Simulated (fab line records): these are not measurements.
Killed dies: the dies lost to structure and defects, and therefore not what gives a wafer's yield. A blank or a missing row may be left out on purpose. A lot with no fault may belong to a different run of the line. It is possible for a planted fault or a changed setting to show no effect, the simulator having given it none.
fab line records ; flow nandHarc
[record] lots = 6; wafers = 18; lastDay = 33
route steps=1302 shown A_CHANNEL_HOLE_D2@586 A_CHANNEL_FILL_D2@610 END@1302
lots untouched by any fault: they come from a run of this same line in which no faults occurred
startH: hours from the record's opening day to when the first of the lot's shown wafers began ; waitH: hours from the lot's prior step to this one ; " same as the row above ; L1.1+2: several wafers, shown together as one row ; - no value, or no start was given ; * or withheld: withheld ; < > ~ a bound
route shown NAME@n: NAME is a module with steps in the file, n the number in the route of the first one ; usual: mean and standard deviation over wafers with no fault ; same: alike in all rows ; chamber/n: place in a boat ; sites: the reading at each site ; _std_site: their standard deviation ; _edge_site: mean of outer sites minus mean of inner sites ; radiusMm: for every site, how far away it sits from the centre of the wafer ; mask NAME#n: copy n ; behind: the most recent tool/chamber to have shaped the wafer ; hold: why the lot was held/for how many hours/how that ended ; device: the transistor (n, p or np) that didn't switch ; end of line: tests of these same wafers at the route's end ; step lacking rows: just its recipe ; killed: count of dies lost to structure and defects at first sort (not the wafer's yield) ; map: a wafer's dies, x killed, . not, _ none there
set.NAME: the setting as run; set.NAME@STEP: as run at that earlier step ; model.NAME: the simulator's own value behind a step, which no gauge read
certain route steps with their lots: each step a table, each wafer a row
services: when a tool's chamber went out of use (startH, in hours from the record's first day, below 0 if earlier), for how many hours, and the reason
[[steps]]
[step NHARC_A_CHANNEL_HOLE_D2_ETCH_38]
[recipe] targetDepthA = 390; overEtchFrac = 0.3; timeS = 65; ionEnergyEv = 80; cf4FlowSccm = 150; arFlowSccm = 0; rfW = 300; biasW = 100; chemistry = CF4
[step NHARC_A_CHANNEL_HOLE_D2_ETCH_39]
[recipe] targetDepthA = 2600; overEtchFrac = 0.3; timeS = 325; ionEnergyEv = 200; n2FlowSccm = 150; h2FlowSccm = 150; arFlowSccm = 0; rfW = 400; biasW = 150; chemistry = N2/H2
[step NHARC_A_CHANNEL_HOLE_D2_ETCH_34]
[recipe] targetDepthA = 1540; timeS = 77; cf4FlowSccm = 100; chf3FlowSccm = 30; arFlowSccm = 0; rfW = 500; biasW = 200; chemistry = CF4/CHF3
[usual] drypumpMotorCurrentA = 5.5/0.44; mfcArSccm = 0.016/0.017; oesProductAu = 0.965/0.019; rfVppV = 370.7/2; showerheadPlenumPTorr = 1.57/0.054; throttleValvePct = 16.803/0.0098
lot.wafer;tool;chamber;startH;waitH;drypumpMotorCurrentA;mfcArSccm;oesProductAu;rfHoursCounterH;rfVppV;showerheadPlenumPTorr;throttleValvePct
L367.3;rieDiel-02;3;-;-;4.9;0;0.995;4.2;373.2;1.63;16.809
L367.4;rieDiel-02;0;-;-;4.9;0.043;0.990;4.6;372.3;1.62;16.809
L367.1;rieDiel-02;1;-;-;5.3;0.038;0.978;5.4;369.6;1.53;16.789
L368.1;rieDiel-12;3;-;-;5.6;0.004;0.956;3.0;369.1;1.53;16.800
L368.2;rieDiel-12;0;-;-;6.1;0;0.973;3.1;369.2;1.49;16.801
L368.4;rieDiel-12;0;-;-;6.2;0;0.976;-;366.8;1.49;16.816
L373.1;rieDiel-12;2;-;-;5.9;0.010;0.953;8.1;370.6;1.58;16.796
L373.3;rieDiel-12;3;-;-;5.6;0.004;0.961;8.3;368.5;1.53;16.811
L373.5;rieDiel-12;3;-;-;5.6;0.004;0.964;-;369.1;1.53;16.806
L375.1;rieDiel-02;0;-;-;4.9;0.043;0.973;2.0;372.3;1.62;16.798
L375.3;rieDiel-02;1;-;-;5.3;0.038;0.960;2.2;370.7;1.53;16.813
L375.5;rieDiel-02;3;-;-;4.9;0;0.994;-;373.4;1.63;16.804
L383.4;rieDiel-12;3;-;-;5.6;0.004;0.975;2.7;368.8;1.53;16.820
L383.1;rieDiel-12;0;-;-;6.2;0;0.988;3.3;368.7;1.49;16.812
L383.5;rieDiel-12;3;-;-;5.6;0.004;0.965;-;368.8;1.53;16.801
L385.2;rieDiel-12;2;-;-;5.9;0.010;0.964;4.0;371.0;1.58;16.811
L385.1;rieDiel-12;1;-;-;5.4;0.036;0.974;4.0;371.9;1.64;16.793
L385.5;rieDiel-12;3;-;-;5.6;0.004;0.992;-;367.5;1.53;16.797
[step NHARC_A_CHANNEL_HOLE_D2_ETCH_16]
[recipe] targetDepthA = 31000; overEtchFrac = 0.3; timeS = 806; ionEnergyEv = 150; o2FlowSccm = 400; cosFlowSccm = 20; arFlowSccm = 0; rfW = 500; biasW = 300; chemistry = O2/COS
[step NHARC_A_CHANNEL_HOLE_D2_CD_MEAS_18]
[usual] cdNm = 99.7/2.2
lot.wafer;tool;chamber;startH;waitH;cdNm
L367.1;cdSem-01;-;339.69;-;99.0
L367.3;cdSem-01;-;339.69;-;101.1
L367.4;cdSem-01;-;339.69;-;97.8
L368.1;cdSem-02;-;340.23;-;98.3
L368.2;cdSem-02;-;340.23;-;103.1
L368.4;cdSem-02;-;340.23;-;100.1
L373.1;cdSem-02;-;411.50;-;97.9
L373.3;cdSem-02;-;411.50;-;98.4
L373.5;cdSem-02;-;411.50;-;100.3
L375.1;cdSem-02;-;436.64;-;99.1
L375.3;cdSem-02;-;436.64;-;101.4
L375.5;cdSem-02;-;436.64;-;98.7
L383.1;cdSem-02;-;513.27;-;99.9
L383.4;cdSem-02;-;513.27;-;103.1
L383.5;cdSem-02;-;513.27;-;102.4
L385.1;cdSem-01;-;523.87;-;99.2
L385.2;cdSem-01;-;523.87;-;97.1
L385.5;cdSem-01;-;523.87;-;99.8
[step NHARC_A_CHANNEL_HOLE_D2_ETCH_19]
[recipe] biasV = 1200; sourceW = 2500; pressureMtorr = 15; timeS = 34.5; arFlowSccm = 375; c4f8FlowSccm = 28.8; o2FlowSccm = 96.2; tempC = -20; targetDepthA = *; chemistry = C4F8/O2/Ar
[step NHARC_A_CHANNEL_HOLE_D2_ETCH_20]
[recipe] biasV = 3000; sourceW = withheld; pressureMtorr = 20; timeS = 361.9; arFlowSccm = 375; c4f8FlowSccm = 89.3; o2FlowSccm = 35.7; tempC = -20; targetDepthA = 16000; chemistry = C4F8/O2/Ar
[usual] drypumpMotorCurrentA = 6.02/0.13; heBacksideLeakSccm = 6.1/0.71; mfcArSccm = 375.0/1; showerheadPlenumPTorr = 3.677/0.03; tempC = -20.00/0.11; throttleValvePct = 32.154/0.009
lot.wafer;tool;chamber;startH;waitH;drypumpMotorCurrentA;heBacksideLeakSccm;mfcArSccm;rfHoursCounterH;showerheadPlenumPTorr;tempC;throttleValvePct
L367.1;harEtch-02;1;339.99;0.2;6.17;7.5;375.0;375;3.723;-19.84;32.149
L367.3;harEtch-02;1;339.99;0.2;6.17;7.2;375.8;-;3.723;-20.09;32.156
L367.4;harEtch-02;1;339.99;0.2;6.18;7.7;375.4;-;3.723;-19.99;32.152
L368.2;harEtch-01;1;343.14;0.1;5.83;5.9;373.0;184;3.681;-19.92;32.150
L368.1;harEtch-01;0;343.14;0.1;6.08;5.5;375.6;184;3.680;-20.11;32.145
L368.4;harEtch-01;1;343.14;0.1;5.85;6.0;373.6;-;3.681;-19.82;32.141
L373.1;harEtch-02;1;412.41;0.1;6.20;5.6;373.7;15;3.702;-20.04;32.149
L373.3;harEtch-02;0;412.41;0.1;5.99;6.0;373.0;-;3.702;-19.85;32.161
L373.5;harEtch-02;0;412.41;0.1;5.98;6.1;375.3;-;3.702;-19.87;32.152
L375.1;harEtch-02;0;436.83;0.1;5.98;5.7;373.7;27;3.695;-19.82;32.156
L375.3;harEtch-02;0;436.83;0.1;5.98;5.9;375.9;-;3.695;-20.04;32.154
L375.5;harEtch-02;0;436.83;0.1;6.01;6.1;374.5;-;3.696;-19.97;32.157
L383.1;harEtch-02;1;513.46;0.1;6.18;6.1;375.1;72;3.671;-19.96;32.160
L383.4;harEtch-02;0;513.46;0.1;5.96;5.9;376.3;-;3.671;-20.08;32.158
L383.5;harEtch-02;0;513.46;0.1;5.95;6.0;376.0;-;3.671;-20.00;32.151
L385.1;harEtch-01;0;524.05;0.1;6.09;6.0;376.3;287;3.625;-20.12;32.161
L385.2;harEtch-01;1;524.05;0.1;5.85;6.4;374.6;287;3.625;-19.95;32.169
L385.5;harEtch-01;0;524.05;0.1;6.09;5.9;375.6;-;3.625;-19.93;32.155
[step NHARC_A_CHANNEL_HOLE_D2_ETCH_21]
[recipe] biasV = 3000; sourceW = withheld; pressureMtorr = 20; timeS = 514.3; arFlowSccm = 375; c4f8FlowSccm = 89.3; o2FlowSccm = 35.7; tempC = -20; targetDepthA = 16000; chemistry = C4F8/O2/Ar
[usual] drypumpMotorCurrentA = 6.02/0.13; heBacksideLeakSccm = 6.2/0.74; mfcArSccm = 375.0/1.1; showerheadPlenumPTorr = 3.677/0.03; tempC = -20.00/0.1; throttleValvePct = 32.154/0.0093
lot.wafer;tool;chamber;startH;waitH;drypumpMotorCurrentA;heBacksideLeakSccm;mfcArSccm;rfHoursCounterH;showerheadPlenumPTorr;tempC;throttleValvePct
L367.1;harEtch-02;1;340.62;0.5;6.20;7.2;375.9;376;3.722;-20.06;32.161
L367.3;harEtch-02;1;340.62;0.5;6.19;7.6;376.5;-;3.722;-20.14;32.152
L367.4;harEtch-02;1;340.62;0.5;6.19;7.4;376.8;-;3.722;-20.10;32.163
L368.2;harEtch-01;1;343.46;0.3;5.83;5.9;374.1;184;3.680;-20.06;32.173
L368.1;harEtch-01;0;343.46;0.3;6.09;5.3;374.8;184;3.680;-19.97;32.146
L368.4;harEtch-01;1;343.46;0.3;5.83;5.9;373.2;-;3.680;-19.84;32.153
L373.1;harEtch-02;1;412.72;0.3;6.19;5.6;374.9;16;3.702;-19.91;32.136
L373.3;harEtch-02;0;412.72;0.3;5.98;6.0;375.9;-;3.702;-20.06;32.147
L373.5;harEtch-02;0;412.72;0.3;5.99;6.2;375.3;-;3.702;-19.94;32.167
L375.1;harEtch-02;0;437.14;0.3;5.98;5.9;373.3;27;3.695;-19.99;32.156
L375.3;harEtch-02;0;437.14;0.3;5.97;6.1;375.4;-;3.695;-20.08;32.172
L375.5;harEtch-02;0;437.14;0.3;6.00;5.9;374.7;-;3.696;-20.01;32.174
L383.1;harEtch-02;1;513.77;0.3;6.21;6.1;376.8;73;3.670;-19.94;32.145
L383.4;harEtch-02;0;513.77;0.3;6.01;5.9;373.7;-;3.670;-20.15;32.137
L383.5;harEtch-02;0;513.77;0.3;6.01;6.2;374.2;-;3.671;-20.10;32.154
L385.1;harEtch-01;0;524.37;0.3;6.07;5.7;375.0;287;3.624;-19.90;32.152
L385.2;harEtch-01;1;524.37;0.3;5.84;6.7;375.2;287;3.625;-20.07;32.162
L385.5;harEtch-01;0;524.37;0.3;6.08;6.0;376.2;-;3.625;-19.82;32.167
[step NHARC_A_CHANNEL_HOLE_D2_ETCH_22]
[recipe] biasV = 3000; sourceW = withheld; pressureMtorr = 20; timeS = 666.7; arFlowSccm = 375; c4f8FlowSccm = 89.3; o2FlowSccm = 35.7; tempC = -20; targetDepthA = 16000; chemistry = C4F8/O2/Ar
[step NHARC_A_CHANNEL_HOLE_D2_ETCH_23]
[recipe] biasV = 5000; sourceW = withheld; pressureMtorr = 20; timeS = 819; arFlowSccm = 375; c4f8FlowSccm = 89.3; o2FlowSccm = 35.7; tempC = -20; targetDepthA = 16000; chemistry = C4F8/O2/Ar
[step NHARC_A_CHANNEL_HOLE_D2_ETCH_24]
[recipe] biasV = 5000; sourceW = withheld; pressureMtorr = 20; timeS = 906.2; arFlowSccm = 375; c4f8FlowSccm = 93.8; o2FlowSccm = 31.2; tempC = -20; targetDepthA = 15000; chemistry = C4F8/O2/Ar
[step NHARC_A_CHANNEL_HOLE_D2_ETCH_25]
[recipe] biasV = 5000; sourceW = withheld; pressureMtorr = 20; timeS = 1040.2; arFlowSccm = 375; c4f8FlowSccm = 93.8; o2FlowSccm = 31.2; tempC = -20; targetDepthA = 15000; chemistry = C4F8/O2/Ar
[usual] drypumpMotorCurrentA = 6.02/0.13; heBacksideLeakSccm = 6.2/0.83; mfcArSccm = 374.9/1.1; showerheadPlenumPTorr = 3.671/0.03; tempC = -20.02/0.097; throttleValvePct = 32.234/0.0092
lot.wafer;tool;chamber;startH;waitH;drypumpMotorCurrentA;heBacksideLeakSccm;mfcArSccm;rfHoursCounterH;showerheadPlenumPTorr;tempC;throttleValvePct
L367.1;harEtch-02;1;345.54;1.3;6.21;13.5;374.4;381;3.715;-20.02;32.220
L367.3;harEtch-02;1;345.54;1.3;6.21;7.6;375.4;-;3.715;-20.08;32.228
L367.4;harEtch-02;1;345.54;1.3;6.18;7.0;373.5;-;3.715;-20.18;32.226
L368.2;harEtch-01;1;345.92;0.6;5.85;6.1;373.8;186;3.675;-19.89;32.232
L368.1;harEtch-01;0;345.92;0.6;6.08;5.7;376.1;186;3.674;-20.12;32.248
L368.4;harEtch-01;1;345.92;0.6;5.85;5.9;373.6;-;3.675;-19.91;32.227
L373.1;harEtch-02;1;415.21;0.6;6.20;5.9;374.2;18;3.696;-20.07;32.238
L373.3;harEtch-02;0;415.21;0.6;6.00;5.9;372.3;-;3.696;-20.05;32.233
L373.5;harEtch-02;0;415.21;0.6;6.00;6.0;372.9;-;3.696;-19.93;32.233
L375.1;harEtch-02;0;439.60;0.6;5.99;5.9;374.0;30;3.689;-19.91;32.222
L375.3;harEtch-02;0;439.60;0.6;5.98;5.9;374.7;-;3.690;-19.88;32.237
L375.5;harEtch-02;0;439.60;0.6;5.98;5.9;373.8;-;3.689;-19.84;32.235
L383.1;harEtch-02;1;516.22;0.6;6.21;5.8;372.3;75;3.664;-19.91;32.240
L383.4;harEtch-02;0;516.22;0.6;5.97;5.7;377.1;-;3.665;-20.06;32.239
L383.5;harEtch-02;0;516.22;0.6;5.96;5.9;374.1;-;3.665;-20.05;32.228
L385.1;harEtch-01;0;526.85;0.6;6.08;6.0;375.8;290;3.619;-20.18;32.219
L385.2;harEtch-01;1;526.85;0.6;5.88;6.3;376.9;290;3.619;-19.93;32.236
L385.5;harEtch-01;0;526.85;0.6;6.07;6.0;375.5;-;3.619;-20.08;32.245
[step NHARC_A_CHANNEL_HOLE_D2_ETCH_26]
[recipe] biasV = 300; sourceW = 2000; pressureMtorr = 30; timeS = 224.1; arFlowSccm = 375; c4f8FlowSccm = 11.4; o2FlowSccm = 113.6; tempC = -20; targetDepthA = 3000; chemistry = C4F8/O2/Ar
[usual] drypumpMotorCurrentA = 6.02/0.13; heBacksideLeakSccm = 6.1/0.53; mfcArSccm = 375.1/1; showerheadPlenumPTorr = 3.72/0.031; tempC = -19.99/0.11; throttleValvePct = 24.583/0.0098
lot.wafer;tool;chamber;startH;waitH;drypumpMotorCurrentA;heBacksideLeakSccm;mfcArSccm;rfHoursCounterH;showerheadPlenumPTorr;tempC;throttleValvePct
L368.2;harEtch-01;1;346.82;0.7;5.86;6.1;375.3;187;3.72;-19.99;24.591
L368.1;harEtch-01;0;346.82;0.7;6.08;5.5;374.5;187;3.72;-20.10;24.588
L368.4;harEtch-01;1;346.82;0.7;5.86;5.9;376.4;-;3.72;-20.09;24.595
L367.1;harEtch-02;1;347.27;1.4;6.20;7.3;375.5;382;3.77;-19.80;24.570
L367.3;harEtch-02;1;347.27;1.4;6.16;7.6;375.6;-;3.77;-19.86;24.606
L367.4;harEtch-02;1;347.27;1.4;6.17;7.3;376.8;-;3.77;-19.81;24.589
L373.1;harEtch-02;1;416.09;0.7;6.18;5.9;374.6;19;3.75;-19.95;24.577
L373.3;harEtch-02;0;416.09;0.7;5.98;5.8;375.1;-;3.75;-19.75;24.587
L373.5;harEtch-02;0;416.09;0.7;5.98;5.4;374.3;-;3.75;-19.95;24.598
L375.1;harEtch-02;0;440.46;0.7;6.02;6.0;375.6;31;3.74;-19.95;24.572
L375.3;harEtch-02;0;440.46;0.7;6.01;5.9;375.7;-;3.74;-19.95;24.580
L375.5;harEtch-02;0;440.46;0.7;6.00;6.1;375.8;-;3.74;-20.03;24.580
L383.1;harEtch-02;1;517.10;0.7;6.17;5.9;374.5;76;3.71;-19.94;24.577
L383.4;harEtch-02;0;517.10;0.7;5.98;5.9;374.8;-;3.71;-20.12;24.565
L383.5;harEtch-02;0;517.10;0.7;6.03;6.0;375.2;-;3.71;-20.05;24.583
L385.1;harEtch-01;0;527.73;0.7;6.08;5.9;376.1;291;3.67;-19.96;24.588
L385.2;harEtch-01;1;527.73;0.7;5.86;6.5;375.4;291;3.67;-19.99;24.600
L385.5;harEtch-01;0;527.73;0.7;6.08;6.0;376.7;-;3.66;-19.92;24.598
[step NHARC_A_CHANNEL_HOLE_D2_ETCH_27]
[recipe] biasV = 400; sourceW = 2000; pressureMtorr = 25; timeS = 90; arFlowSccm = 375; c4f8FlowSccm = 41.7; o2FlowSccm = 83.3; tempC = -20; targetDepthA = 4000; chemistry = C4F8/O2/Ar
[step NHARC_A_CHANNEL_HOLE_D2_STRIP_41]
[recipe] n2FlowSccm = 150; h2FlowSccm = 150; arFlowSccm = 0; biasW = 0; chemistry = N2/H2
[step NHARC_A_CHANNEL_HOLE_D2_STRIP_42]
[recipe] cf4FlowSccm = 100; chf3FlowSccm = 30; arFlowSccm = 0; biasW = 0; chemistry = CF4/CHF3
[step NHARC_A_CHANNEL_HOLE_D2_STRIP_43]
[recipe] o2FlowSccm = 400; cosFlowSccm = 20; arFlowSccm = 0; biasW = 0; chemistry = O2/COS
[step NHARC_A_CHANNEL_HOLE_D2_ETCH_44]
[recipe] targetDepthA = 1400; overetchA = 140; timeS = 77; ionEnergyEv = 100; cf4FlowSccm = 80; o2FlowSccm = 20; arFlowSccm = 0; rfW = 300; biasW = 100; chemistry = CF4/O2
[step NHARC_A_CHANNEL_HOLE_D2_STRIP_28]
[recipe] o2FlowSccm = 500; arFlowSccm = 0; biasW = 0; chemistry = O2
[usual] drypumpMotorCurrentA = 5.6/0.45; mfcArSccm = 0.014/0.016; oesProductAu = 0.999/0.012; rfVppV = 57.8/0.84; showerheadPlenumPTorr = 3.53/0.13; throttleValvePct = 17.036/0.0091
lot.wafer;tool;chamber;startH;waitH;drypumpMotorCurrentA;mfcArSccm;oesProductAu;rfHoursCounterH;rfVppV;showerheadPlenumPTorr;throttleValvePct
L368.2;rieDiel-05;2;-;-;5.0;0;0.998;5.9;57.7;3.73;17.043
L368.1;rieDiel-05;0;-;-;5.1;0;0.990;5.4;56.5;3.63;17.039
L368.4;rieDiel-05;1;-;-;5.8;0.027;1.002;6.1;57.3;3.36;17.046
L367.4;rieDiel-12;1;-;-;5.4;0.036;0.983;2.9;58.9;3.68;17.048
L367.1;rieDiel-12;2;-;-;5.9;0.010;0.999;4.4;57.8;3.55;17.034
L367.3;rieDiel-12;3;-;-;5.6;0.004;1.005;4.3;57.1;3.43;17.039
L373.3;rieDiel-05;3;-;-;6.1;0;1.016;0.0;57.7;3.50;17.036
L373.1;rieDiel-05;0;-;-;5.1;0;0.998;0.1;58.1;3.63;17.019
L373.5;rieDiel-05;2;-;-;5.0;0;0.998;-;57.8;3.73;17.039
L375.1;rieDiel-12;0;-;-;6.2;0;1.004;9.1;57.8;3.34;17.046
L375.3;rieDiel-12;1;-;-;5.4;0.036;0.982;7.7;58.4;3.68;17.033
L375.5;rieDiel-12;3;-;-;5.6;0.004;0.995;-;58.0;3.42;17.020
L383.4;rieDiel-05;1;-;-;5.8;0.027;0.987;5.3;58.9;3.35;17.030
L383.1;rieDiel-05;0;-;-;5.1;0;0.990;5.2;58.2;3.62;17.035
L383.5;rieDiel-05;2;-;-;5.0;0;0.987;-;58.2;3.72;17.037
L385.1;rieDiel-02;1;-;-;5.3;0.038;0.995;8.1;57.9;3.43;17.034
L385.2;rieDiel-02;2;-;-;5.9;0.035;0.984;8.1;57.5;3.53;17.028
L385.5;rieDiel-02;0;-;-;4.9;0.043;0.993;-;57.0;3.63;17.024
[step NHARC_A_CHANNEL_HOLE_D2_PRECLEAN_29]
[recipe] timeS = *; tempC = 50; bathAgeMin = 0; chemistry = SC1
[step NHARC_A_CHANNEL_HOLE_D2_SRD_30]
[step NHARC_A_CHANNEL_HOLE_D2_CD_MEAS_31]
[usual] cdNm = 90.4/1.1
lot.wafer;tool;chamber;startH;waitH;cdNm
L368.1;cdSem-02;-;348.57;-;92.4
L368.2;cdSem-02;-;348.57;-;91.1
L368.4;cdSem-02;-;348.57;-;93.7
L367.1;cdSem-03;-;349.39;-;88.7
L367.3;cdSem-03;-;349.39;-;89.8
L367.4;cdSem-03;-;349.39;-;90.5
L373.1;cdSem-02;-;417.84;-;89.5
L373.3;cdSem-02;-;417.84;-;90.0
L373.5;cdSem-02;-;417.84;-;90.5
L375.1;cdSem-01;-;442.20;-;89.9
L375.3;cdSem-01;-;442.20;-;90.3
L375.5;cdSem-01;-;442.20;-;90.6
L383.1;cdSem-02;-;518.85;-;89.6
L383.4;cdSem-02;-;518.85;-;89.6
L383.5;cdSem-02;-;518.85;-;89.5
L385.1;cdSem-02;-;529.47;-;91.3
L385.2;cdSem-02;-;529.47;-;90.5
L385.5;cdSem-02;-;529.47;-;92.7
[step NHARC_A_CHANNEL_HOLE_D2_XSEM_32]
[recipe] landingEnergyEv = 35000
[step NHARC_A_CHANNEL_HOLE_D2_INSPECT_40]
[usual] rawDefectCount = 280/68
lot.wafer;tool;chamber;startH;waitH;rawDefectCount
L368.1;defectInspect-01;-;348.75;-;264
L368.2;defectInspect-01;-;348.75;-;224
L368.4;defectInspect-01;-;348.75;-;459
L367.1;defectInspect-02;-;349.58;-;261
L367.3;defectInspect-02;-;349.58;-;203
L367.4;defectInspect-02;-;349.58;-;250
L373.1;defectInspect-02;-;418.02;-;499
L373.3;defectInspect-02;-;418.02;-;592
L373.5;defectInspect-02;-;418.02;-;624
L375.1;defectInspect-02;-;442.38;-;562
L375.3;defectInspect-02;-;442.38;-;537
L375.5;defectInspect-02;-;442.38;-;666
L383.1;defectInspect-01;-;519.04;-;192
L383.4;defectInspect-01;-;519.04;-;220
L383.5;defectInspect-01;-;519.04;-;174
L385.1;defectInspect-01;-;529.66;-;432
L385.2;defectInspect-01;-;529.66;-;313
L385.5;defectInspect-01;-;529.66;-;407
[step NHARC_A_CHANNEL_FILL_D2_PRECLEAN_00]
[recipe] timeS = *; tempC = 50; bathAgeMin = 0; chemistry = SC1
[step NHARC_END_SORT_01]
[recipe] tempC = 25
[usual] killedAtArray = 51/18; killedAtOther = 1.0/1.2; killedAtPeriphery = 3.7/2.9; killedDies = 55/19; killedOpen = 3.5/1.9; killedShort = 2.6/1.6
[same] grossDies = 677
lot.wafer;tool;chamber;startH;waitH;killedAtArray;killedAtOther;killedAtPeriphery;killedDies;killedOpen;killedShort
L373.1;prober-01;0;682.91;2.5;95;0;4;99;1;1
L373.3;prober-01;0;684.54;3.1;103;0;2;105;4;3
L373.5;prober-01;0;686.18;3.8;101;0;5;106;5;3
L375.1;prober-01;0;716.53;2.5;101;3;6;110;3;4
L375.3;prober-01;0;718.18;3.1;94;3;10;107;2;3
L375.5;prober-01;0;719.82;3.8;90;4;8;102;0;0
// killed by level:class
L373.1 A_CHANNEL_HOLE_D2:unspecified=72 A_CHANNEL_HOLE_D1:chamberFilmFlake=9 A_STAIRCASE:chamberFilmFlake=4 P_GATE:chamberFilmFlake=3 A_CHANNEL_HOLE_D2:chamberFilmFlake=2 A_WL_FILL:chamberFilmFlake=2 A_CHANNEL_HOLE_D2:geometricParticle:open=1 A_WL_FILL:geometricParticle:short=1
L373.3 A_CHANNEL_HOLE_D2:unspecified=74 A_STAIRCASE:chamberFilmFlake=6 A_CHANNEL_HOLE_D1:chamberFilmFlake=4 A_SLIT:chamberFilmFlake=3 A_CHANNEL_FILL_D2:chamberFilmFlake=3 A_CONTACT:geometricParticle:open=2 A_DECK1_JOINT:chamberFilmFlake=2 A_WL_FILL:chamberFilmFlake=2
L373.5 A_CHANNEL_HOLE_D2:unspecified=73 A_CHANNEL_HOLE_D2:chamberFilmFlake=8 A_STAIRCASE:chamberFilmFlake=7 A_CHANNEL_HOLE_D1:chamberFilmFlake=3 A_CHANNEL_HOLE_D2:geometricParticle:open=2 P_ZERO_WELL:geometricParticle:short=1 P_GATE:geometricParticle:open=1 P_CONTACT:geometricParticle:open=1
L375.1 A_CHANNEL_HOLE_D2:unspecified=55 A_CHANNEL_HOLE_D1:chamberFilmFlake=16 A_CONTACT:chamberFilmFlake=10 P_GATE:chamberFilmFlake=5 A_STAIRCASE:chamberFilmFlake=5 A_DECK1_JOINT:chamberFilmFlake=4 THIN_TSV:chamberFilmFlake=3 A_CHANNEL_FILL_D1:chamberFilmFlake=3
L375.3 A_CHANNEL_HOLE_D2:unspecified=63 P_GATE:chamberFilmFlake=9 A_CHANNEL_HOLE_D1:chamberFilmFlake=9 A_STAIRCASE:chamberFilmFlake=5 A_WL_FILL:chamberFilmFlake=4 A_CONTACT:chamberFilmFlake=4 A_CHANNEL_FILL_D1:chamberFilmFlake=3 THIN_TSV:chamberFilmFlake=2
L375.5 A_CHANNEL_HOLE_D2:unspecified=70 A_CONTACT:chamberFilmFlake=9 P_GATE:chamberFilmFlake=6 A_CHANNEL_HOLE_D1:chamberFilmFlake=4 THIN_TSV:chamberFilmFlake=4 A_SLIT:chamberFilmFlake=2 P_ZERO_WELL:chamberFilmFlake=2 A_STAIRCASE:chamberFilmFlake=2
[[services]]
tool;chamber;startH;hours;kind
rieDiel-05;0;316.02;13.5;repair
rieDiel-12;0;326.40;-;clean
rieDiel-12;1;326.40;-;clean
rieDiel-12;2;326.40;-;clean
rieDiel-12;3;326.40;-;clean
harEtch-02;-;327.22;4.0;repair
rieDiel-12;1;331.25;12.8;repair
harEtch-02;0;331.36;-;consumableReplace:focusRing
harEtch-02;0;331.36;17.0;scheduledDown
harEtch-02;0;331.36;17.0;ventCycle
rieDiel-12;0;350.90;-;clean
rieDiel-12;1;350.90;-;clean
rieDiel-12;2;350.90;-;clean
harEtch-02;-;379.07;17.0;pm
harEtch-02;0;379.07;17.0;ventCycle
harEtch-02;1;379.07;17.0;ventCycle
rieDiel-02;-;393.70;9.0;pm
harEtch-02;0;396.07;-;clean
harEtch-02;1;396.07;-;clean
rieDiel-05;-;406.60;9.0;pm
rieDiel-02;2;411.68;7.4;repair
rieDiel-12;-;445.48;9.0;pm
rieDiel-12;3;479.57;10.5;repair
rieDiel-02;-;499.38;0.3;repair
[[key]]
[firstSign] step = NHARC_A_CHANNEL_HOLE_D2_INSPECT_40; reading = rawDefectCount; direction = up; sigmas = 4.4; usual = 280; struck = 580
[effect] step = NHARC_END_SORT_01; reading = killedDies; direction = up; sigmas = 2.6; usual = 55; struck = 105; wafersMoved = 5
[moreKillsBornAt] NHARC_A_CHANNEL_HOLE_D2_ETCH_26@harEtch-02 = 340
metAt NHARC_A_CHANNEL_HOLE_D2_ETCH_26
struckWafers L373.1,L373.3,L373.5,L375.1,L375.3,L375.5
testerLeftOut L373,L375
onsetBetween 347.27 416.09
[fault] kind = chamberParticleSource; tool = harEtch-02; chamber = -; onsetH = 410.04; steps = NHARC_A_CHANNEL_HOLE_D2_ETCH_26; ratePerVisitCm2 = 0.43872; endH = 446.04
// testerLeftOut: of these lots the tester's yield and bins aren't shown, on N5 and GAA mostly nor the transistor test; their killed dies are dies lost to structure and defects alone, not to doping, threshold or leakage, so they don't give the yield
